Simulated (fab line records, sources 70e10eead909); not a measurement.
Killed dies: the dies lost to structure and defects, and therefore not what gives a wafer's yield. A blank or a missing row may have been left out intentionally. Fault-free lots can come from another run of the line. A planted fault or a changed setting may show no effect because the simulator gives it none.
What tool caused it? / flow nand_harc / 36 wafers from 12 lots sampled at 6 of the route's 1302 steps

WHAT THE GAUGES SHOWED, per wafer
NHARC_P_STI_INSPECT_11.
lot=L843; measured=day 2 22:14; on=defect_inspect-02; raw_defect_count=6 6 8
lot=L844; measured=day 3 08:53; on=defect_inspect-01; raw_defect_count=8 1 3
lot=L847; measured=day 4 11:19; on=defect_inspect-02; raw_defect_count=6 10 14
lot=L848; measured=day 4 20:29; on=defect_inspect-01; raw_defect_count=4 2 5
lot=L849; measured=day 5 08:47; on=defect_inspect-01; raw_defect_count=1 2 3
lot=L850; measured=day 5 17:52; on=defect_inspect-01; raw_defect_count=7 5 4
lot=L853; measured=day 7 00:15; on=defect_inspect-01; raw_defect_count=5 2 11
lot=L856; measured=day 8 05:36; on=defect_inspect-01; raw_defect_count=1372 1345 1282
lot=L857; measured=day 8 14:36; on=defect_inspect-01; raw_defect_count=1327 1334 1318
lot=L864; measured=day 11 13:25; on=defect_inspect-02; raw_defect_count=13 14 5
lot=L865; measured=day 12 00:56; on=defect_inspect-01; raw_defect_count=10 5 2
lot=L866; measured=day 12 16:32; on=defect_inspect-01; raw_defect_count=7 2 5

NHARC_END_SORT_01.
lot=L856; measured=day 30 00:46; on=prober-02; killed_at_array=27 36 31; killed_at_other=0 0 0; killed_at_periphery=555 555 553; killed_dies=582 591 584; killed_open=0 1 2; killed_short=1 3 0
lot=L857; measured=day 30 14:57; on=prober-02; killed_at_array=26 27 32; killed_at_other=0 1 0; killed_at_periphery=547 549 546; killed_dies=573 577 578; killed_open=1 2 1; killed_short=1 0 0

EACH LOT AND THE TOOL THAT RAN IT (in order: tool; ch and the chambers of the sampled wafers; start)
lot=L843; NHARC_P_ZERO_WELL_DESCUM_26=rie_diel-11 ch 0,1,3, day 1 22:38; NHARC_P_ZERO_WELL_DESCUM_39=rie_diel-13 ch 0,2,3, day 2 00:19; NHARC_P_STI_OXIDE_29=furnace-03 ch 0, day 2 10:21; NHARC_P_STI_ETCH_15=rie_si-02 ch 0,1,3, day 2 22:40
lot=L844; NHARC_P_ZERO_WELL_DESCUM_26=rie_diel-11 ch 0,1,2, day 2 08:46; NHARC_P_ZERO_WELL_DESCUM_39=rie_diel-13 ch 0,2,3, day 2 10:20; NHARC_P_STI_OXIDE_29=furnace-01 ch 0, day 2 21:31; NHARC_P_STI_ETCH_15=rie_si-02 ch 0,1,2, day 3 09:19
lot=L847; NHARC_P_ZERO_WELL_DESCUM_26=rie_diel-02 ch 2,3, day 3 14:52; NHARC_P_ZERO_WELL_DESCUM_39=rie_diel-11 ch 1,2,3, day 3 16:33; NHARC_P_STI_OXIDE_29=furnace-03 ch 0, day 3 23:59; NHARC_P_STI_ETCH_15=rie_si-04 ch 0,1, day 4 11:43
lot=L848; NHARC_P_ZERO_WELL_DESCUM_26=rie_diel-13 ch 0,1, day 4 00:35; NHARC_P_ZERO_WELL_DESCUM_39=rie_diel-13 ch 0,2, day 4 02:06; NHARC_P_STI_OXIDE_29=furnace-01 ch 0, day 4 09:14; NHARC_P_STI_ETCH_15=rie_si-05 ch 0,1,2, day 4 20:53
lot=L849; NHARC_P_ZERO_WELL_DESCUM_26=rie_diel-13 ch 1,3, day 4 10:31; NHARC_P_ZERO_WELL_DESCUM_39=rie_diel-02 ch 1,2,3, day 4 12:08; NHARC_P_STI_OXIDE_29=furnace-03 ch 0, day 4 21:21; NHARC_P_STI_ETCH_15=rie_si-05 ch 0,1,2, day 5 09:14
lot=L850; NHARC_P_ZERO_WELL_DESCUM_26=rie_diel-11 ch 0,3, day 4 20:46; NHARC_P_ZERO_WELL_DESCUM_39=rie_diel-13 ch 0,1, day 4 22:29; NHARC_P_STI_OXIDE_29=furnace-01 ch 0, day 5 06:29; NHARC_P_STI_ETCH_15=rie_si-02 ch 1,2,3, day 5 18:17
lot=L853; NHARC_P_ZERO_WELL_DESCUM_26=rie_diel-11 ch 0,1,2, day 6 02:38; NHARC_P_ZERO_WELL_DESCUM_39=rie_diel-13 ch 0,1,2, day 6 04:17; NHARC_P_STI_OXIDE_29=furnace-04 ch 0, day 6 12:59; NHARC_P_STI_ETCH_15=rie_si-04 ch 1,2, day 7 00:40
lot=L856; NHARC_P_ZERO_WELL_DESCUM_26=rie_diel-11 ch 1,2, day 7 08:51; NHARC_P_ZERO_WELL_DESCUM_39=rie_diel-13 ch 0,2,3, day 7 10:29; NHARC_P_STI_OXIDE_29=furnace-04 ch 0, day 7 18:09; NHARC_P_STI_ETCH_15=rie_si-02 ch 1,2, day 8 06:03
lot=L857; NHARC_P_ZERO_WELL_DESCUM_26=rie_diel-13 ch 0,1,2, day 7 18:44; NHARC_P_ZERO_WELL_DESCUM_39=rie_diel-02 ch 0,1,2, day 7 20:36; NHARC_P_STI_OXIDE_29=furnace-04 ch 0, day 8 03:14; NHARC_P_STI_ETCH_15=rie_si-04 ch 1,2,3, day 8 15:01
lot=L864; NHARC_P_ZERO_WELL_DESCUM_26=rie_diel-11 ch 1,2,3, day 10 16:37; NHARC_P_ZERO_WELL_DESCUM_39=rie_diel-02 ch 0,1, day 10 18:08; NHARC_P_STI_OXIDE_29=furnace-01 ch 0, day 11 02:08; NHARC_P_STI_ETCH_15=rie_si-02 ch 0,1,3, day 11 13:52
lot=L865; NHARC_P_ZERO_WELL_DESCUM_26=rie_diel-02 ch 0,1, day 11 02:44; NHARC_P_ZERO_WELL_DESCUM_39=rie_diel-13 ch 1,2,3, day 11 04:25; NHARC_P_STI_OXIDE_29=furnace-01 ch 0, day 11 13:28; NHARC_P_STI_ETCH_15=rie_si-04 ch 0,3, day 12 01:20
lot=L866; NHARC_P_ZERO_WELL_DESCUM_26=rie_diel-02 ch 0,2,3, day 11 12:40; NHARC_P_ZERO_WELL_DESCUM_39=rie_diel-02 ch 0,1,2, day 11 14:17; NHARC_P_STI_OXIDE_29=furnace-01 ch 0, day 12 03:28; NHARC_P_STI_ETCH_15=rie_si-05 ch 0,2,3, day 12 16:58
- NHARC_P_ZERO_WELL_DESCUM_26: chemistry O2, time 3 s.
- NHARC_P_ZERO_WELL_DESCUM_39: chemistry O2, time 3 s.
- NHARC_P_STI_OXIDE_29: material SiO2, target thk 10 nm, ox time 1362 s.
- NHARC_P_STI_ETCH_15: etches the open film in HBr/Cl2, target depth 300 nm, time 100.1 s.

AS READ BY THE TOOLS THEMSELVES (means over the sampled wafers that have a number; for cases with no such wafer, the mark the record gives instead)
NHARC_P_ZERO_WELL_DESCUM_26.
lot=L843; tool=rie_diel-11; drypump_motor_current_A (A)=6.1; oes_product_au (a.u.)=1.000; rf_vpp_V (V)=57.7; showerhead_plenum_p_Torr (Torr)=1.89; throttle_valve_pct (%)=11.308
lot=L844; tool=rie_diel-11; drypump_motor_current_A (A)=5.9; oes_product_au (a.u.)=1.003; rf_vpp_V (V)=58.1; showerhead_plenum_p_Torr (Torr)=1.95; throttle_valve_pct (%)=11.311
lot=L847; tool=rie_diel-02; drypump_motor_current_A (A)=5.6; oes_product_au (a.u.)=1.007; rf_vpp_V (V)=58.1; showerhead_plenum_p_Torr (Torr)=1.91; throttle_valve_pct (%)=11.310
lot=L848; tool=rie_diel-13; drypump_motor_current_A (A)=5.6; oes_product_au (a.u.)=0.993; rf_vpp_V (V)=58.3; showerhead_plenum_p_Torr (Torr)=1.97; throttle_valve_pct (%)=11.322
lot=L849; tool=rie_diel-13; drypump_motor_current_A (A)=6.1; oes_product_au (a.u.)=0.999; rf_vpp_V (V)=56.7; showerhead_plenum_p_Torr (Torr)=1.94; throttle_valve_pct (%)=11.309
lot=L850; tool=rie_diel-11; drypump_motor_current_A (A)=6.2; oes_product_au (a.u.)=0.990; rf_vpp_V (V)=57.1; showerhead_plenum_p_Torr (Torr)=1.84; throttle_valve_pct (%)=11.307
lot=L853; tool=rie_diel-11; drypump_motor_current_A (A)=5.9; oes_product_au (a.u.)=0.996; rf_vpp_V (V)=58.5; showerhead_plenum_p_Torr (Torr)=1.94; throttle_valve_pct (%)=11.309
lot=L856; tool=rie_diel-11; drypump_motor_current_A (A)=5.7; oes_product_au (a.u.)=0.995; rf_vpp_V (V)=58.5; showerhead_plenum_p_Torr (Torr)=1.96; throttle_valve_pct (%)=11.307
lot=L857; tool=rie_diel-13; drypump_motor_current_A (A)=5.4; oes_product_au (a.u.)=0.997; rf_vpp_V (V)=58.5; showerhead_plenum_p_Torr (Torr)=1.93; throttle_valve_pct (%)=11.317
lot=L864; tool=rie_diel-11; drypump_motor_current_A (A)=5.8; oes_product_au (a.u.)=0.998; rf_vpp_V (V)=58.6; showerhead_plenum_p_Torr (Torr)=1.91; throttle_valve_pct (%)=11.306
lot=L865; tool=rie_diel-02; drypump_motor_current_A (A)=5.5; oes_product_au (a.u.)=1.001; rf_vpp_V (V)=57.9; showerhead_plenum_p_Torr (Torr)=1.96; throttle_valve_pct (%)=11.311
lot=L866; tool=rie_diel-02; drypump_motor_current_A (A)=5.5; oes_product_au (a.u.)=1.002; rf_vpp_V (V)=56.7; showerhead_plenum_p_Torr (Torr)=1.91; throttle_valve_pct (%)=11.309

NHARC_P_ZERO_WELL_DESCUM_39.
lot=L843; tool=rie_diel-13; drypump_motor_current_A (A)=5.6; oes_product_au (a.u.)=1.005; rf_vpp_V (V)=58.9; showerhead_plenum_p_Torr (Torr)=1.98; throttle_valve_pct (%)=11.304
lot=L844; tool=rie_diel-13; drypump_motor_current_A (A)=5.6; oes_product_au (a.u.)=0.997; rf_vpp_V (V)=57.8; showerhead_plenum_p_Torr (Torr)=1.98; throttle_valve_pct (%)=11.306
lot=L847; tool=rie_diel-11; drypump_motor_current_A (A)=5.8; oes_product_au (a.u.)=0.999; rf_vpp_V (V)=57.2; showerhead_plenum_p_Torr (Torr)=1.92; throttle_valve_pct (%)=11.311
lot=L848; tool=rie_diel-13; drypump_motor_current_A (A)=5.2; oes_product_au (a.u.)=1.001; rf_vpp_V (V)=57.8; showerhead_plenum_p_Torr (Torr)=1.97; throttle_valve_pct (%)=11.311
lot=L849; tool=rie_diel-02; drypump_motor_current_A (A)=6.0; oes_product_au (a.u.)=1.007; rf_vpp_V (V)=58.2; showerhead_plenum_p_Torr (Torr)=1.94; throttle_valve_pct (%)=11.304
lot=L850; tool=rie_diel-13; drypump_motor_current_A (A)=5.6; oes_product_au (a.u.)=0.985; rf_vpp_V (V)=57.7; showerhead_plenum_p_Torr (Torr)=1.97; throttle_valve_pct (%)=11.312
lot=L853; tool=rie_diel-13; drypump_motor_current_A (A)=5.4; oes_product_au (a.u.)=0.995; rf_vpp_V (V)=57.9; showerhead_plenum_p_Torr (Torr)=1.93; throttle_valve_pct (%)=11.305
lot=L856; tool=rie_diel-13; drypump_motor_current_A (A)=5.6; oes_product_au (a.u.)=0.996; rf_vpp_V (V)=58.3; showerhead_plenum_p_Torr (Torr)=1.97; throttle_valve_pct (%)=11.317
lot=L857; tool=rie_diel-02; drypump_motor_current_A (A)=5.9; oes_product_au (a.u.)=1.010; rf_vpp_V (V)=58.2; showerhead_plenum_p_Torr (Torr)=1.95; throttle_valve_pct (%)=11.309
lot=L864; tool=rie_diel-02; drypump_motor_current_A (A)=5.5; oes_product_au (a.u.)=1.009; rf_vpp_V (V)=57.5; showerhead_plenum_p_Torr (Torr)=1.96; throttle_valve_pct (%)=11.309
lot=L865; tool=rie_diel-13; drypump_motor_current_A (A)=5.6; oes_product_au (a.u.)=0.994; rf_vpp_V (V)=57.4; showerhead_plenum_p_Torr (Torr)=1.91; throttle_valve_pct (%)=11.303
lot=L866; tool=rie_diel-02; drypump_motor_current_A (A)=5.9; oes_product_au (a.u.)=0.999; rf_vpp_V (V)=57.5; showerhead_plenum_p_Torr (Torr)=1.94; throttle_valve_pct (%)=11.313

NHARC_P_STI_ETCH_15.
lot=L843; tool=rie_si-02; drypump_motor_current_A (A)=6.1; oes_product_au (a.u.)=1.000; throttle_valve_pct (%)=26.405
lot=L844; tool=rie_si-02; drypump_motor_current_A (A)=5.7; oes_product_au (a.u.)=0.993; throttle_valve_pct (%)=26.407
lot=L847; tool=rie_si-04; drypump_motor_current_A (A)=5.6; oes_product_au (a.u.)=1.000; throttle_valve_pct (%)=26.396
lot=L848; tool=rie_si-05; drypump_motor_current_A (A)=5.6; oes_product_au (a.u.)=0.996; throttle_valve_pct (%)=26.411
lot=L849; tool=rie_si-05; drypump_motor_current_A (A)=5.6; oes_product_au (a.u.)=0.984; throttle_valve_pct (%)=26.405
lot=L850; tool=rie_si-02; drypump_motor_current_A (A)=6.1; oes_product_au (a.u.)=0.986; throttle_valve_pct (%)=26.410
lot=L853; tool=rie_si-04; drypump_motor_current_A (A)=6.0; oes_product_au (a.u.)=1.000; throttle_valve_pct (%)=26.397
lot=L856; tool=rie_si-02; drypump_motor_current_A (A)=6.0; oes_product_au (a.u.)=0.998; throttle_valve_pct (%)=26.415
lot=L857; tool=rie_si-04; drypump_motor_current_A (A)=6.3; oes_product_au (a.u.)=1.006; throttle_valve_pct (%)=26.410
lot=L864; tool=rie_si-02; drypump_motor_current_A (A)=6.1; oes_product_au (a.u.)=0.995; throttle_valve_pct (%)=26.408
lot=L865; tool=rie_si-04; drypump_motor_current_A (A)=5.9; oes_product_au (a.u.)=1.001; throttle_valve_pct (%)=26.411
lot=L866; tool=rie_si-05; drypump_motor_current_A (A)=5.5; oes_product_au (a.u.)=1.001; throttle_valve_pct (%)=26.400

THE ANSWER, worked out from the rows above alone
Rule: the usual values come from the lots themselves. The widest of any qualifying gaps counts: lots, ordered by their means at a reading, are off when they make up no more than a third of the lots, leave a main group of 4 or more, and stand apart from it by 3 or more times the standard deviation of that group's means. Not used: any main group whose means are identical at the precision the tables above print for the reading. A lot without any number at a reading at which 4 lots or more have one is off too. The other lots that the step has rows for count as sound. First the gauges in route order, then the tools' own readings, where a lot's mean is used as printed above. The first step at which some lot is off is used, and at that step the reading that is off furthest; a lot without a number counts as furthest.
Off: L856, L857, at NHARC_P_STI_INSPECT_11 (raw_defect_count). Mean 6 and standard deviation 2.6 in the main group.
A tool fits if, at a process step before that reading, it ran every lot that is off, and no sound lot after the first of them. Gauges at NHARC_P_STI_INSPECT_11: tried the same way as those tools. One fits: NHARC_P_STI_OXIDE_29 on furnace-04. Its last sound lot is L853 (day 6 12:59), its first lot that is off L856 (day 7 18:09): a fault that began between those two fits.

WHAT THE SIMULATOR HAD INSERTED
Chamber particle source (furnace-04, NHARC_P_STI_OXIDE_29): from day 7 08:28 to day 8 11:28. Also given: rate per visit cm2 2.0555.
Struck lots among those shown: L856, L857. Same finding as the rule above.
